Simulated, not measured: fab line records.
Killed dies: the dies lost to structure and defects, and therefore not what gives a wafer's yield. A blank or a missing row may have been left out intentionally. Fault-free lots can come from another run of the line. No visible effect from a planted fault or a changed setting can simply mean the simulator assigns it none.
Which tool is to blame? / flow nand harc / 14 lots, 42 wafers sampled, at 6 steps of a route of 1302

== WHAT THE GAUGES READ, wafer by wafer ==
NHARC_A_ZERO_WELL_CD_MEAS_10: target cd 2000 nm.
lot=L335; measured=day 7 05:38; on=cd sem-03; cd nm (nm)=1999.2 2000.7 1998.8
lot=L336; measured=day 7 19:13; on=cd sem-02; cd nm (nm)=2001.0 1996.5 1999.0
lot=L337; measured=day 8 00:19; on=cd sem-03; cd nm (nm)=2000.0 1999.7 2002.0
lot=L338; measured=day 8 11:34; on=cd sem-03; cd nm (nm)=2000.0 2001.1 2000.2
lot=L339; measured=day 9 00:36; on=cd sem-03; cd nm (nm)=1998.9 1997.6 1998.9
lot=L341; measured=day 9 13:55; on=cd sem-02; cd nm (nm)=2001.0 2000.9 1999.9
lot=L342; measured=day 10 03:04; on=cd sem-03; cd nm (nm)=1999.5 1999.3 1996.6
lot=L344; measured=day 10 21:49; on=cd sem-02; cd nm (nm)=1998.4 2001.0 1999.5
lot=L345; measured=day 11 08:09; on=cd sem-03; cd nm (nm)=2000.8 1998.6 2001.1
lot=L346; measured=day 11 16:01; on=cd sem-03; cd nm (nm)=2001.4 1999.4 2000.4
lot=L348; measured=day 12 19:11; on=cd sem-02; cd nm (nm)=2001.5 1997.5 2000.7
lot=L351; measured=day 13 20:44; on=cd sem-03; cd nm (nm)=2000.1 2001.4 2001.4
lot=L352; measured=day 14 08:08; on=cd sem-03; cd nm (nm)=1996.7 1997.6 1998.7
lot=L357; measured=day 16 12:20; on=cd sem-01; cd nm (nm)=2002.4 2001.3 1999.2

NHARC_A_SOURCE_PLATE_THK_MEAS_06: measures by ellipsometry.
lot=L335; measured=day 8 00:36; on=film metro-01; thk nm (nm)=199.1 201.5 198.0
lot=L336; measured=day 8 19:07; on=film metro-02; thk nm (nm)=202.5 203.1 201.7
lot=L337; measured=day 8 19:07; on=film metro-01; thk nm (nm)=204.0 202.7 202.1
lot=L338; measured=day 9 11:02; on=film metro-01; thk nm (nm)=197.0 197.9 197.7
lot=L339; measured=day 9 22:27; on=film metro-02; thk nm (nm)=199.5 200.9 201.4
lot=L341; measured=day 10 16:59; on=film metro-02; thk nm (nm)=202.6 199.9 202.6
lot=L342; measured=day 11 02:28; on=film metro-01; thk nm (nm)=199.1 200.8 199.4
lot=L344; measured=day 11 22:08; on=film metro-02; thk nm (nm)=200.2 200.5 199.5
lot=L345; measured=day 12 05:58; on=film metro-01; thk nm (nm)=197.8 200.2 197.2
lot=L346; measured=day 12 12:49; on=film metro-02; thk nm (nm)=199.3 195.3 196.3
lot=L348; measured=day 13 18:29; on=film metro-01; thk nm (nm)=203.0 202.7 204.9
lot=L351; measured=day 14 18:08; on=film metro-02; thk nm (nm)=196.3 200.1 197.7
lot=L352; measured=day 15 07:16; on=film metro-01; thk nm (nm)=199.0 198.5 202.4
lot=L357; measured=day 17 09:26; on=film metro-01; thk nm (nm)=197.3 196.8 196.8

NHARC_A_ONON_D1_THK_MEAS_02: measures by ellipsometry.
lot=L335; measured=day 8 01:16; on=film metro-02; thk nm (nm)=980 981 983
lot=L336; measured=day 8 19:45; on=film metro-02; thk nm (nm)=994 997 996
lot=L337; measured=day 8 19:46; on=film metro-01; thk nm (nm)=1009 1009 1009
lot=L338; measured=day 9 11:43; on=film metro-02; thk nm (nm)=1005 1005 1005
lot=L339; measured=day 9 23:05; on=film metro-01; thk nm (nm)=989 987 989
lot=L341; measured=day 10 17:39; on=film metro-01; thk nm (nm)=993 994 993
lot=L342; measured=day 11 03:09; on=film metro-02; thk nm (nm)=997 995 996
lot=L344; measured=day 11 22:46; on=film metro-02; thk nm (nm)=1014 1016 1016
lot=L345; measured=day 12 06:39; on=film metro-01; thk nm (nm)=1003 1002 1002
lot=L346; measured=day 12 13:30; on=film metro-02; thk nm (nm)=1005 1006 1006
lot=L348; measured=day 13 19:08; on=film metro-02; thk nm (nm)=1004 1003 1004
lot=L351; measured=day 14 18:49; on=film metro-02; thk nm (nm)=1001 999 1000
lot=L352; measured=day 15 07:54; on=film metro-01; thk nm (nm)=1016 1016 1016
lot=L357; measured=day 17 10:05; on=film metro-02; thk nm (nm)=985 987 986

NHARC_A_ONON_D1_THK_MEAS_11: measures by ellipsometry.
lot=L335; measured=day 8 02:57; on=film metro-02; thk nm (nm)=1007 1010 1007
lot=L336; measured=day 8 21:28; on=film metro-01; thk nm (nm)=996 999 999
lot=L337; measured=day 8 21:29; on=film metro-02; thk nm (nm)=1000 999 1000
lot=L338; measured=day 9 13:25; on=film metro-01; thk nm (nm)=1003 1003 1004
lot=L339; measured=day 10 00:47; on=film metro-01; thk nm (nm)=1021 1023 1020
lot=L341; measured=day 10 19:22; on=film metro-01; thk nm (nm)=986 986 985
lot=L342; measured=day 11 04:50; on=film metro-02; thk nm (nm)=995 998 998
lot=L344; measured=day 12 00:28; on=film metro-01; thk nm (nm)=990 990 990
lot=L345; measured=day 12 08:21; on=film metro-02; thk nm (nm)=1000 1000 1000
lot=L346; measured=day 12 15:12; on=film metro-02; thk nm (nm)=1008 1009 1008
lot=L348; measured=day 13 20:50; on=film metro-02; thk nm (nm)=993 990 992
lot=L351; measured=day 14 20:31; on=film metro-02; thk nm (nm)=614 615 615
lot=L352; measured=day 15 09:36; on=film metro-02; thk nm (nm)=589 590 589
lot=L357; measured=day 17 11:47; on=film metro-01; thk nm (nm)=978 978 978

NHARC_END_SORT_01.
lot=L339; measured=day 26 09:28; on=prober-01; killed at array=102 79 82; killed at other=1 2 4; killed at periphery=8 2 7; killed dies=111 83 93; killed open=4 2 5; killed short=2 2 2
lot=L351; measured=day 30 23:25; on=prober-01; killed at array=675 672 677; killed at other=0 2 0; killed at periphery=2 3 0; killed dies=677 677 677; killed open=4 2 2; killed short=5 6 3
lot=L352; measured=day 31 15:04; on=prober-02; killed at array=675 674 674; killed at other=1 0 0; killed at periphery=1 3 3; killed dies=677 677 677; killed open=4 4 3; killed short=1 7 3

== WHAT TOOL EACH LOT RAN ON (gives the tool, then ch and the chambers of the sampled wafers, and finally the start) ==
lot=L335; NHARC_A_ONON_D1_DEP_09=pecvd onon-02 ch 0, day 8 02:37
lot=L336; NHARC_A_ONON_D1_DEP_09=pecvd onon-01 ch 0, day 8 20:57
lot=L337; NHARC_A_ONON_D1_DEP_09=pecvd onon-04 ch 0, day 8 21:05
lot=L338; NHARC_A_ONON_D1_DEP_09=pecvd onon-02 ch 0, day 9 12:54
lot=L339; NHARC_A_ONON_D1_DEP_09=pecvd onon-04 ch 0, day 10 00:23
lot=L341; NHARC_A_ONON_D1_DEP_09=pecvd onon-02 ch 0, day 10 18:50
lot=L342; NHARC_A_ONON_D1_DEP_09=pecvd onon-04 ch 0, day 11 04:20
lot=L344; NHARC_A_ONON_D1_DEP_09=pecvd onon-04 ch 0, day 11 23:58
lot=L345; NHARC_A_ONON_D1_DEP_09=pecvd onon-04 ch 0, day 12 07:57
lot=L346; NHARC_A_ONON_D1_DEP_09=pecvd onon-02 ch 0, day 12 14:45
lot=L348; NHARC_A_ONON_D1_DEP_09=pecvd onon-01 ch 0, day 13 20:22
lot=L351; NHARC_A_ONON_D1_DEP_09=pecvd onon-02 ch 0, day 14 20:04
lot=L352; NHARC_A_ONON_D1_DEP_09=pecvd onon-02 ch 0, day 15 09:06
lot=L357; NHARC_A_ONON_D1_DEP_09=pecvd onon-01 ch 0, day 17 11:23
- NHARC_A_ONON_D1_DEP_09: target thk 1000 nm.

== AS READ BY THE TOOLS THEMSELVES (means over the sampled wafers that have a number; for cases with no such wafer, the mark the record gives instead) ==
The record holds no such reading with a usual standard deviation.

== THE ANSWER, worked out from the rows above alone ==
Rule: what is usual is taken from the lots themselves. The widest of any qualifying gaps counts: lots, ordered by their means at a reading, are off when they make up no more than a third of the lots, leave a main group of 4 or more, and stand apart from it by 3 or more times the standard deviation of that group's means. A main group is skipped when, at the precision printed for the reading in the tables above, its means are all equal. A lot without any number at a reading at which 4 lots or more have one is off too. Any other lot the step has rows for is counted as sound. First the gauges in route order, then the tools' own readings, where a lot's mean is used as printed above. The first step at which some lot is off is used, and at that step the reading that is off furthest; a lot without a number counts as furthest.
Off: L351, L352 (NHARC_A_ONON_D1_THK_MEAS_11, thk nm). For the main group the mean is 998 nm and the standard deviation 11.
A tool fits if, at a process step before that reading, it ran every lot that is off, and no sound lot after the first of them. The gauges at NHARC_A_ONON_D1_THK_MEAS_11 are tried like those tools. This does not decide it: 2 tools fit, namely pecvd onon-02 at NHARC_A_ONON_D1_DEP_09 and film metro-02 at NHARC_A_ONON_D1_THK_MEAS_11.

== WHAT THE SIMULATOR HAD PUT IN ==
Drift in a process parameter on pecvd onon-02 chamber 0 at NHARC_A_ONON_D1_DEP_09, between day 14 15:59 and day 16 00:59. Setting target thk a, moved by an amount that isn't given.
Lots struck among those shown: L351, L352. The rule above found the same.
